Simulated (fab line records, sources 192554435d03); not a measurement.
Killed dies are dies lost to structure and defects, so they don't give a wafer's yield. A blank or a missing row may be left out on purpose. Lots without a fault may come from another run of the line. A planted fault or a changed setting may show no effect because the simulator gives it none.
Which tool did it? | flow n5_finfet | 12 lots, 36 wafers sampled, at 4 steps of a route of 1938

WHAT THE GAUGES READ, wafer by wafer
N5_BEOL_M15_INSPECT_55: inspects for defects (darkfield).
lot  | measured     | on                | raw_defect_count
L075 | day 12 03:28 | defect_inspect-02 | 53 82 61
L077 | day 12 11:54 | defect_inspect-02 | 57 61 57
L079 | day 13 10:32 | defect_inspect-01 | 81 62 37
L080 | day 13 10:49 | defect_inspect-01 | 87 108 52
L082 | day 13 17:45 | defect_inspect-02 | 101 89 93
L086 | day 14 16:53 | defect_inspect-01 | 44 43 55
L088 | day 15 03:26 | defect_inspect-01 | 52 85 78
L089 | day 15 10:25 | defect_inspect-01 | 49 64 74
L092 | day 15 21:09 | defect_inspect-02 | 52 57 88
L093 | day 16 09:41 | defect_inspect-02 | 47 42 83
L096 | day 17 03:53 | defect_inspect-02 | 71 50 97
L091 | day 18 01:24 | defect_inspect-01 | 147 83 89

WHICH TOOL RAN EACH LOT (tool, then ch and the chambers of the sampled wafers, then the start)
lot  | N5_BEOL_M14_ANNEAL_48            | N5_BEOL_M15_DESCUM_33              | N5_BEOL_M15_SPUTTER_44
L075 | rtp_anneal-01 ch 0, day 11 20:13 | rie_diel-03 ch 0,3, day 11 23:16   | pvd_sputter-02, day 12 02:16
L077 | rtp_anneal-01 ch 0, day 12 05:41 | rie_diel-04 ch 0,1,3, day 12 08:37 | pvd_sputter-03, day 12 10:41
L079 | rtp_anneal-01 ch 0, day 13 01:26 | rie_diel-04 ch 0,1,2, day 13 04:26 | pvd_sputter-02, day 13 09:14
L080 | rtp_anneal-01 ch 0, day 13 03:26 | rie_diel-05 ch 0,2,3, day 13 06:42 | pvd_sputter-02, day 13 09:34
L082 | rtp_anneal-02 ch 0, day 13 09:58 | rie_diel-03 ch 0,1,3, day 13 14:14 | pvd_sputter-01, day 13 16:33
L086 | rtp_anneal-01 ch 0, day 14 06:08 | rie_diel-05 ch 0,1, day 14 11:02   | pvd_sputter-01, day 14 15:30
L088 | rtp_anneal-02 ch 0, day 14 21:03 | rie_diel-03 ch 2,3, day 15 01:05   | pvd_sputter-03, day 15 02:15
L089 | rtp_anneal-02 ch 0, day 15 03:13 | rie_diel-03 ch 1,2,3, day 15 07:19 | pvd_sputter-01, day 15 09:14
L092 | rtp_anneal-01 ch 0, day 15 13:31 | rie_diel-04 ch 2,3, day 15 16:32   | pvd_sputter-01, day 15 19:58
L093 | rtp_anneal-02 ch 0, day 16 02:43 | rie_diel-05 ch 2,3, day 16 05:43   | pvd_sputter-01, day 16 08:29
L096 | rtp_anneal-02 ch 0, day 16 21:03 | rie_diel-03 ch 0,1,2, day 17 00:08 | pvd_sputter-01, day 17 02:43
L091 | rtp_anneal-02 ch 0, day 17 16:57 | rie_diel-05 ch 2,3, day 17 20:11   | pvd_sputter-02, day 17 23:35
- N5_BEOL_M14_ANNEAL_48: time 90 s.
- N5_BEOL_M15_DESCUM_33: chemistry O2, time 7.9 s.
- N5_BEOL_M15_SPUTTER_44: material Ta, target thk 15 nm, time 24.19 s.

THE ANSWER, worked out from the rows above alone
Rule: what is usual is taken from the lots themselves. Put in order of their means at a reading, lots are off if they are a third of the lots or fewer, leave a main group of 4 or more, and stand apart from it by a gap of 3 or more times the standard deviation of the main group's means; of several such gaps the widest counts. A main group whose means are all the same, to the digits that the tables above print for the reading, isn't used. A lot without any number at a reading at which 4 lots or more have one is off too. The other lots that the step has rows for count as sound.
No lot is off at any reading shown: from this, nothing can be told.

WHAT THE SIMULATOR HAD PUT IN
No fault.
